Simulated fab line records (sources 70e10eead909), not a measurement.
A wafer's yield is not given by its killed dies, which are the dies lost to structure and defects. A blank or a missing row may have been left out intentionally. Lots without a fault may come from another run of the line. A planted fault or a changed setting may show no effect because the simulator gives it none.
Which tool was responsible? | flow nandHarc | Sampling: 24 lots, 72 wafers, 6 of 1302 route steps

## WHAT THE GAUGES SHOWED, per wafer
No reading from a measuring or inspecting step in the record can be judged against a usual standard deviation.

## EACH LOT AND THE TOOL THAT RAN IT (in order: tool; ch and the chambers of the sampled wafers; start)
lot  | NHARC_A_CHANNEL_HOLE_D2_ETCH_44   | NHARC_A_CHANNEL_FILL_D2_ALD_14  | NHARC_A_STAIRCASE_ETCH_17                    | NHARC_A_STAIRCASE_TRIM_20         | NHARC_A_STAIRCASE_TRIM_22     | NHARC_A_STAIRCASE_ETCH_23
L074 | rieDiel-09 ch 0,1,3, day 13 10:15 | aldHk-01 ch 1,3, day 13 18:20   | rieDiel-05 ch 1,2,3, day 15 15:17 or earlier | rieDiel-04 ch 0,2,3, day 15 15:17 | rieDiel-04 ch 1,2,3, no start | rieDiel-04 ch 1,2, no start
L075 | rieDiel-03 ch 1,2,3, day 13 17:19 | aldHk-02 ch 0,2,3, day 14 01:53 | rieDiel-11 ch 0,1,3, day 15 23:54 or earlier | rieDiel-05 ch 0,1,2, day 15 23:54 | rieDiel-05 ch 0,1,3, no start | rieDiel-05 ch 1,2,3, no start
L076 | rieDiel-09 ch 1,2,3, day 14 04:15 | aldHk-02 ch 1,2,3, day 14 12:24 | rieDiel-04 ch 1,2,3, day 16 11:07 or earlier | rieDiel-11 ch 0,3, day 16 11:07   | rieDiel-11 ch 2,3, no start   | rieDiel-11 ch 1,2,3, no start
L077 | rieDiel-03 ch 1,2,3, day 14 22:13 | aldHk-01 ch 1,2, day 15 06:27   | rieDiel-11 ch 1,2, day 17 04:10 or earlier   | rieDiel-04 ch 0,3, day 17 04:10   | rieDiel-04 ch 0,1,2, no start | rieDiel-04 ch 0,3, no start
L078 | rieDiel-09 ch 0,2, day 14 22:28   | aldHk-02 ch 0,1,3, day 15 06:29 | rieDiel-04 ch 0,2, day 17 03:01 or earlier   | rieDiel-04 ch 1,2,3, day 17 03:01 | rieDiel-04 ch 0,1, no start   | rieDiel-04 ch 0,2,3, no start
L079 | rieDiel-03 ch 0,2, day 15 14:16   | aldHk-01 ch 2,3, day 15 22:35   | rieDiel-04 ch 0,1,3, day 18 00:22 or earlier | rieDiel-04 ch 0,1, day 18 00:22   | rieDiel-04 ch 1,2,3, no start | rieDiel-04 ch 1,2, no start
L081 | rieDiel-09 ch 0,2,3, day 16 07:41 | aldHk-01 ch 0,2,3, day 16 15:55 | rieDiel-05 ch 1,2,3, day 18 17:35 or earlier | rieDiel-05 ch 0,1,3, day 18 17:35 | rieDiel-05 ch 1,2,3, no start | rieDiel-05 ch 1,2,3, no start
L080 | rieDiel-03 ch 1,2, day 16 08:25   | aldHk-04 ch 1,2,3, day 16 15:59 | rieDiel-04 ch 0,2,3, day 18 18:47 or earlier | rieDiel-05 ch 0,2,3, day 18 18:47 | rieDiel-05 ch 1,2, no start   | rieDiel-05 ch 1,2,3, no start
L082 | rieDiel-03 ch 1,2,3, day 16 11:52 | aldHk-01 ch 1,3, day 16 21:46   | rieDiel-05 ch 2,3, day 18 23:26 or earlier   | rieDiel-05 ch 0,2,3, day 18 23:26 | rieDiel-05 ch 0,2, no start   | rieDiel-05 ch 0,3, no start
L083 | rieDiel-03 ch 0,1,2, day 17 05:01 | aldHk-01 ch 0,1,2, day 17 13:16 | rieDiel-04 ch 1,3, day 19 11:22 or earlier   | rieDiel-04 ch 0,1,3, day 19 11:22 | rieDiel-04 ch 1,3, no start   | rieDiel-04 ch 0,2,3, no start
L084 | rieDiel-09 ch 1,2,3, day 17 13:38 | aldHk-01 ch 0,1,3, day 17 21:55 | rieDiel-05 ch 0,3, day 19 19:42 or earlier   | rieDiel-11 ch 0,3, day 19 19:42   | rieDiel-11 ch 1,3, no start   | rieDiel-11 ch 1,2, no start
L085 | rieDiel-03 ch 0,1,3, day 17 21:56 | aldHk-02 ch 0,2,3, day 18 06:07 | rieDiel-05 ch 0,1,3, day 20 03:38 or earlier | rieDiel-05 ch 0,1,2, day 20 03:38 | rieDiel-05 ch 0,1,2, no start | rieDiel-05 ch 1,2,3, no start
L087 | rieDiel-03 ch 1,3, day 18 05:56   | aldHk-02 ch 0,1,2, day 18 14:12 | rieDiel-05 ch 0,1,2, day 20 10:17 or earlier | rieDiel-05 ch 1,3, day 20 10:17   | rieDiel-05 ch 1,2,3, no start | rieDiel-05 ch 0,2, no start
L086 | rieDiel-02 ch 1,2, day 18 08:03   | aldHk-02 ch 2,3, day 18 14:23   | rieDiel-04 ch 1,2,3, day 20 10:34 or earlier | rieDiel-04 ch 0,2,3, day 20 10:34 | rieDiel-04 ch 2,3, no start   | rieDiel-04 ch 0,1, no start
L088 | rieDiel-02 ch 0,1,3, day 20 04:29 | aldHk-01 ch 0,2, day 20 12:50   | rieDiel-05 ch 0,2,3, day 22 12:05 or earlier | rieDiel-04 ch 0,1,2, day 22 12:05 | rieDiel-04 ch 0,3, no start   | rieDiel-04 ch 1,3, no start
L089 | rieDiel-09 ch 0,1, day 20 07:26   | aldHk-02 ch 0,2,3, day 20 15:40 | rieDiel-04 ch 0,2, day 22 11:47 or earlier   | rieDiel-11 ch 2,3, day 22 11:47   | rieDiel-11 ch 0,2,3, no start | rieDiel-11 ch 1,2,3, no start
L090 | rieDiel-02 ch 0,1,3, day 20 11:39 | aldHk-04 ch 0,2, day 20 20:17   | rieDiel-04 ch 2,3, day 22 21:19 or earlier   | rieDiel-04 ch 0,2,3, day 22 21:19 | rieDiel-04 ch 0,1,2, no start | rieDiel-04 ch 1,3, no start
L091 | rieDiel-02 ch 0,1, day 20 15:49   | aldHk-04 ch 0,2,3, day 21 00:24 | rieDiel-11 ch 0,1,3, day 22 20:49 or earlier | rieDiel-11 ch 0,1,2, day 22 20:49 | rieDiel-11 ch 0,1,3, no start | rieDiel-11 ch 0,1,2, no start
L094 | rieDiel-03 ch 0,1,2, day 21 10:34 | aldHk-04 ch 0,3, day 21 18:48   | rieDiel-04 ch 0,1, day 23 17:08 or earlier   | rieDiel-04 ch 0,2,3, day 23 17:08 | rieDiel-04 ch 2,3, no start   | rieDiel-04 ch 1,2, no start
L092 | rieDiel-09 ch 0,2, day 21 10:45   | aldHk-02 ch 1,2, day 21 18:50   | rieDiel-04 ch 0,3, day 23 16:58 or earlier   | rieDiel-04 ch 0,1,3, day 23 16:58 | rieDiel-04 ch 0,1, no start   | rieDiel-04 ch 0,3, no start
L093 | rieDiel-03 ch 1,2,3, day 21 14:46 | aldHk-01 ch 0,3, day 21 23:01   | rieDiel-11 ch 2,3, day 23 21:48 or earlier   | rieDiel-05 ch 2,3, day 23 21:48   | rieDiel-05 ch 1,2, no start   | rieDiel-05 ch 1,2, no start
L096 | rieDiel-03 ch 1,3, day 22 07:22   | aldHk-02 ch 2,3, day 22 15:38   | rieDiel-04 ch 0,3, day 24 12:32 or earlier   | rieDiel-04 ch 0,2,3, day 24 12:32 | rieDiel-04 ch 1,2,3, no start | rieDiel-04 ch 1,2, no start
L095 | rieDiel-03 ch 0,1,3, day 22 09:22 | aldHk-01 ch 0,1,2, day 22 15:45 | rieDiel-05 ch 0,1,2, day 24 12:49 or earlier | rieDiel-05 ch 2,3, day 24 12:49   | rieDiel-05 ch 0,3, no start   | rieDiel-05 ch 0,1,3, no start
L097 | rieDiel-02 ch 1,3, day 22 15:46   | aldHk-01 ch 1,2, day 23 03:15   | rieDiel-04 ch 0,3, day 25 00:57 or earlier   | rieDiel-04 ch 0,3, day 25 00:57   | rieDiel-04 ch 0,2,3, no start | rieDiel-04 ch 1,2,3, no start
- NHARC_A_CHANNEL_HOLE_D2_ETCH_44: etches the open film in CF4/O2, target depth 140 nm, overetch 14 nm, time 77 s.
- NHARC_A_CHANNEL_FILL_D2_ALD_14: deposits SiO2, target thk 2.5 nm, pulse time 10 s, ald cycles 25.
- NHARC_A_STAIRCASE_ETCH_17: etches the open film in C4F8/O2, target depth 100 nm, time 40.5 s.
- NHARC_A_STAIRCASE_TRIM_20: chemistry O2, time 211.2 s.
- NHARC_A_STAIRCASE_TRIM_22: chemistry O2, time 211.2 s.
- NHARC_A_STAIRCASE_ETCH_23: etches the open film in C4F8/O2, target depth 100 nm, time 40.5 s.

## WHAT THE TOOLS THEMSELVES READ (means of the sampled wafers that have a number; where no wafer has one, the mark that the record gives instead)
NHARC_A_CHANNEL_HOLE_D2_ETCH_44.
lot  | tool       | drypumpMotorCurrentA (A) | oes_f_703_au (a.u.) | oesProductAu (a.u.) | rfVppV (V) | showerheadPlenumPTorr (Torr) | throttleValvePct (%)
L074 | rieDiel-09 | 6.3                      | 1.001               | 0.988               | 197.4      | 1.31                         | 13.400
L075 | rieDiel-03 | 5.9                      | 0.999               | 0.997               | 196.9      | 1.31                         | 13.403
L076 | rieDiel-09 | 6.2                      | 1.001               | 0.990               | 198.7      | 1.34                         | 13.398
L077 | rieDiel-03 | 5.9                      | 1.002               | 0.989               | 198.1      | 1.31                         | 13.401
L078 | rieDiel-09 | 6.3                      | 0.998               | 1.005               | 196.7      | 1.31                         | 13.405
L079 | rieDiel-03 | 6.0                      | 1.000               | 0.995               | 197.2      | 1.32                         | 13.389
L081 | rieDiel-09 | 6.2                      | 0.999               | 0.995               | 197.6      | 1.31                         | 13.393
L080 | rieDiel-03 | 6.1                      | 1.000               | 0.984               | 197.7      | 1.34                         | 13.393
L082 | rieDiel-03 | 5.9                      | 0.995               | 0.999               | 197.1      | 1.31                         | 13.401
L083 | rieDiel-03 | 5.8                      | 0.998               | 0.993               | 197.3      | 1.33                         | 13.389
L084 | rieDiel-09 | 6.2                      | 1.002               | 1.005               | 197.4      | 1.34                         | 13.397
L085 | rieDiel-03 | 5.6                      | 1.002               | 1.008               | 198.0      | 1.30                         | 13.389
L087 | rieDiel-03 | 5.7                      | 1.001               | 1.000               | 196.7      | 1.28                         | 13.397
L086 | rieDiel-02 | 5.8                      | 0.997               | 0.994               | 200.0      | 1.38                         | 13.397
L088 | rieDiel-02 | 5.7                      | 1.000               | 1.001               | 196.4      | 1.28                         | 13.391
L089 | rieDiel-09 | 6.2                      | 0.998               | 0.996               | 198.5      | 1.34                         | 13.394
L090 | rieDiel-02 | 5.7                      | 1.000               | 0.993               | 197.0      | 1.28                         | 13.386
L091 | rieDiel-02 | 5.5                      | 1.001               | 1.001               | 197.2      | 1.29                         | 13.397
L094 | rieDiel-03 | 5.8                      | 0.998               | 1.002               | 197.2      | 1.33                         | 13.397
L092 | rieDiel-09 | 6.2                      | 1.002               | 0.999               | 197.7      | 1.33                         | 13.405
L093 | rieDiel-03 | 5.9                      | 1.002               | 0.997               | 197.8      | 1.31                         | 13.399
L096 | rieDiel-03 | 5.8                      | 0.996               | 1.000               | 197.2      | 1.32                         | 13.393
L095 | rieDiel-03 | 5.6                      | 0.999               | 1.008               | 196.0      | 1.30                         | 13.397
L097 | rieDiel-02 | 5.3                      | 0.998               | 1.005               | 197.2      | 1.28                         | 13.394

NHARC_A_CHANNEL_FILL_D2_ALD_14.
lot  | tool     | heaterPowerW (W) | precursorPulseHeightRel
L074 | aldHk-01 | 452              | 1.001
L075 | aldHk-02 | 467              | 0.997
L076 | aldHk-02 | 464              | 1.017
L077 | aldHk-01 | 447              | 0.992
L078 | aldHk-02 | 448              | 0.994
L079 | aldHk-01 | 457              | 0.987
L081 | aldHk-01 | 460              | 1.016
L080 | aldHk-04 | 460              | 0.983
L082 | aldHk-01 | 454              | 1.001
L083 | aldHk-01 | 456              | 1.019
L084 | aldHk-01 | 452              | 1.009
L085 | aldHk-02 | 458              | 1.001
L087 | aldHk-02 | 478              | 0.989
L086 | aldHk-02 | 480              | 1.007
L088 | aldHk-01 | 463              | 0.990
L089 | aldHk-02 | 465              | 0.973
L090 | aldHk-04 | 494              | 1.005
L091 | aldHk-04 | 477              | 0.990
L094 | aldHk-04 | 466              | 0.984
L092 | aldHk-02 | 452              | 1.003
L093 | aldHk-01 | 452              | 0.998
L096 | aldHk-02 | 480              | 1.014
L095 | aldHk-01 | 454              | 1.018
L097 | aldHk-01 | 456              | 1.012

NHARC_A_STAIRCASE_ETCH_17.
lot  | tool       | oesProductAu (a.u.) | rfVppV (V)
L074 | rieDiel-05 | 0.942               | 892
L075 | rieDiel-11 | 0.935               | 897
L076 | rieDiel-04 | 0.941               | 892
L077 | rieDiel-11 | 0.948               | 889
L078 | rieDiel-04 | 0.957               | 896
L079 | rieDiel-04 | 0.938               | 894
L081 | rieDiel-05 | 0.937               | 892
L080 | rieDiel-04 | 0.941               | 893
L082 | rieDiel-05 | 0.942               | 895
L083 | rieDiel-04 | 0.944               | 893
L084 | rieDiel-05 | 0.951               | 889
L085 | rieDiel-05 | 0.946               | 889
L087 | rieDiel-05 | 0.938               | 891
L086 | rieDiel-04 | 0.948               | 892
L088 | rieDiel-05 | 0.935               | 892
L089 | rieDiel-04 | 0.942               | 894
L090 | rieDiel-04 | 0.937               | 889
L091 | rieDiel-11 | 0.949               | 898
L094 | rieDiel-04 | 0.944               | 896
L092 | rieDiel-04 | 0.943               | 900
L093 | rieDiel-11 | 0.936               | 899
L096 | rieDiel-04 | 0.934               | 902
L095 | rieDiel-05 | 0.948               | 892
L097 | rieDiel-04 | 0.944               | 900

NHARC_A_STAIRCASE_TRIM_20.
lot  | tool       | drypumpMotorCurrentA (A) | oesProductAu (a.u.) | rfVppV (V) | showerheadPlenumPTorr (Torr) | throttleValvePct (%)
L074 | rieDiel-04 | 5.9                      | 1.000               | 58.1       | 3.45                         | 17.034
L075 | rieDiel-05 | 6.1                      | 1.001               | 57.4       | 3.44                         | 17.035
L076 | rieDiel-11 | 5.7                      | 0.992               | 58.1       | 3.69                         | 17.045
L077 | rieDiel-04 | 6.3                      | 1.007               | 56.9       | 3.49                         | 17.036
L078 | rieDiel-04 | 5.6                      | 0.996               | 57.6       | 3.44                         | 17.042
L079 | rieDiel-04 | 6.0                      | 1.009               | 57.5       | 3.56                         | 17.030
L081 | rieDiel-05 | 5.9                      | 0.990               | 57.6       | 3.35                         | 17.036
L080 | rieDiel-05 | 6.2                      | 0.992               | 57.7       | 3.41                         | 17.030
L082 | rieDiel-05 | 6.3                      | 0.996               | 58.1       | 3.41                         | 17.042
L083 | rieDiel-04 | 6.0                      | 1.004               | 57.2       | 3.47                         | 17.046
L084 | rieDiel-11 | 5.7                      | 0.996               | 57.4       | 3.67                         | 17.034
L085 | rieDiel-05 | 6.1                      | 0.997               | 58.1       | 3.42                         | 17.036
L087 | rieDiel-05 | 5.6                      | 0.987               | 57.3       | 3.34                         | 17.037
L086 | rieDiel-04 | 5.9                      | 0.995               | 57.6       | 3.43                         | 17.039
L088 | rieDiel-04 | 6.0                      | 1.004               | 57.9       | 3.51                         | 17.041
L089 | rieDiel-11 | 5.5                      | 1.002               | 57.7       | 3.45                         | 17.037
L090 | rieDiel-04 | 5.9                      | 0.989               | 56.9       | 3.42                         | 17.030
L091 | rieDiel-11 | 5.8                      | 0.994               | 57.7       | 3.39                         | 17.049
L094 | rieDiel-04 | 5.9                      | 0.995               | 57.7       | 3.60                         | 17.033
L092 | rieDiel-04 | 6.0                      | 1.000               | 57.7       | 3.63                         | 17.039
L093 | rieDiel-05 | 6.1                      | 1.008               | 57.2       | 3.48                         | 17.039
L096 | rieDiel-04 | 5.9                      | 0.993               | 58.3       | 3.59                         | 17.035
L095 | rieDiel-05 | 6.1                      | 1.018               | 57.8       | 3.48                         | 17.039
L097 | rieDiel-04 | 6.3                      | 0.998               | 58.1       | 3.63                         | 17.033

NHARC_A_STAIRCASE_TRIM_22.
lot  | tool       | drypumpMotorCurrentA (A) | oesProductAu (a.u.) | rfVppV (V) | showerheadPlenumPTorr (Torr) | throttleValvePct (%)
L074 | rieDiel-04 | 5.6                      | 0.998               | 57.5       | 3.44                         | 17.040
L075 | rieDiel-05 | 5.9                      | 1.006               | 57.3       | 3.35                         | 17.039
L076 | rieDiel-11 | 5.4                      | 0.991               | 57.5       | 3.63                         | 17.031
L077 | rieDiel-04 | 6.0                      | 1.007               | 57.5       | 3.53                         | 17.035
L078 | rieDiel-04 | 6.0                      | 1.008               | 57.2       | 3.57                         | 17.030
L079 | rieDiel-04 | 5.6                      | 0.988               | 57.4       | 3.43                         | 17.037
L081 | rieDiel-05 | 5.7                      | 0.998               | 57.6       | 3.43                         | 17.037
L080 | rieDiel-05 | 5.6                      | 0.990               | 56.8       | 3.45                         | 17.037
L082 | rieDiel-05 | 6.5                      | 1.005               | 57.4       | 3.41                         | 17.036
L083 | rieDiel-04 | 5.7                      | 0.996               | 57.6       | 3.46                         | 17.038
L084 | rieDiel-11 | 5.7                      | 0.997               | 57.4       | 3.53                         | 17.038
L085 | rieDiel-05 | 6.1                      | 1.005               | 56.9       | 3.42                         | 17.042
L087 | rieDiel-05 | 5.8                      | 0.991               | 57.9       | 3.42                         | 17.044
L086 | rieDiel-04 | 5.6                      | 0.992               | 57.4       | 3.34                         | 17.032
L088 | rieDiel-04 | 5.9                      | 1.005               | 56.5       | 3.37                         | 17.036
L089 | rieDiel-11 | 5.7                      | 1.001               | 57.5       | 3.51                         | 17.031
L090 | rieDiel-04 | 6.0                      | 1.003               | 57.5       | 3.51                         | 17.034
L091 | rieDiel-11 | 5.8                      | 0.995               | 57.4       | 3.54                         | 17.034
L094 | rieDiel-04 | 5.6                      | 0.989               | 58.1       | 3.68                         | 17.033
L092 | rieDiel-04 | 6.3                      | 1.004               | 57.4       | 3.55                         | 17.031
L093 | rieDiel-05 | 5.7                      | 0.999               | 57.9       | 3.43                         | 17.036
L096 | rieDiel-04 | 5.6                      | 0.990               | 57.5       | 3.59                         | 17.035
L095 | rieDiel-05 | 6.1                      | 0.992               | 56.9       | 3.31                         | 17.041
L097 | rieDiel-04 | 5.9                      | 1.000               | 57.5       | 3.59                         | 17.041

NHARC_A_STAIRCASE_ETCH_23.
lot  | tool       | oesProductAu (a.u.) | rfVppV (V)
L074 | rieDiel-04 | 0.947               | 894
L075 | rieDiel-05 | 0.948               | 893
L076 | rieDiel-11 | 0.959               | 896
L077 | rieDiel-04 | 0.948               | 891
L078 | rieDiel-04 | 0.951               | 892
L079 | rieDiel-04 | 0.941               | 896
L081 | rieDiel-05 | 0.941               | 893
L080 | rieDiel-05 | 0.944               | 892
L082 | rieDiel-05 | 0.935               | 889
L083 | rieDiel-04 | 0.935               | 893
L084 | rieDiel-11 | 0.956               | 889
L085 | rieDiel-05 | 0.939               | 891
L087 | rieDiel-05 | 0.959               | 891
L086 | rieDiel-04 | 0.958               | 897
L088 | rieDiel-04 | 0.957               | 891
L089 | rieDiel-11 | 0.929               | 895
L090 | rieDiel-04 | 0.945               | 889
L091 | rieDiel-11 | 0.941               | 892
L094 | rieDiel-04 | 0.935               | 895
L092 | rieDiel-04 | 0.943               | 899
L093 | rieDiel-05 | 0.941               | 892
L096 | rieDiel-04 | 0.941               | 894
L095 | rieDiel-05 | 0.943               | 889
L097 | rieDiel-04 | 0.928               | 897

## THE ANSWER, worked out from the rows above alone
Rule: the lots themselves supply what counts as usual. The widest of any qualifying gaps counts: lots, ordered by their means at a reading, are off when they make up no more than a third of the lots, leave a main group of 4 or more, and stand apart from it by 3 or more times the standard deviation of that group's means. Not used: any main group whose means are identical at the precision the tables above print for the reading. Also off: a lot with no number at a reading for which 4 or more lots have one. All remaining lots with rows at the step are treated as sound. First the gauges in route order, then the tools' own readings, where a lot's mean is used as printed above. The first step at which some lot is off is used, and at that step the reading that is off furthest; a lot without a number counts as furthest.
Nothing can be told from this: no lot is off at any reading shown.

## WHAT THE SIMULATOR PUT IN
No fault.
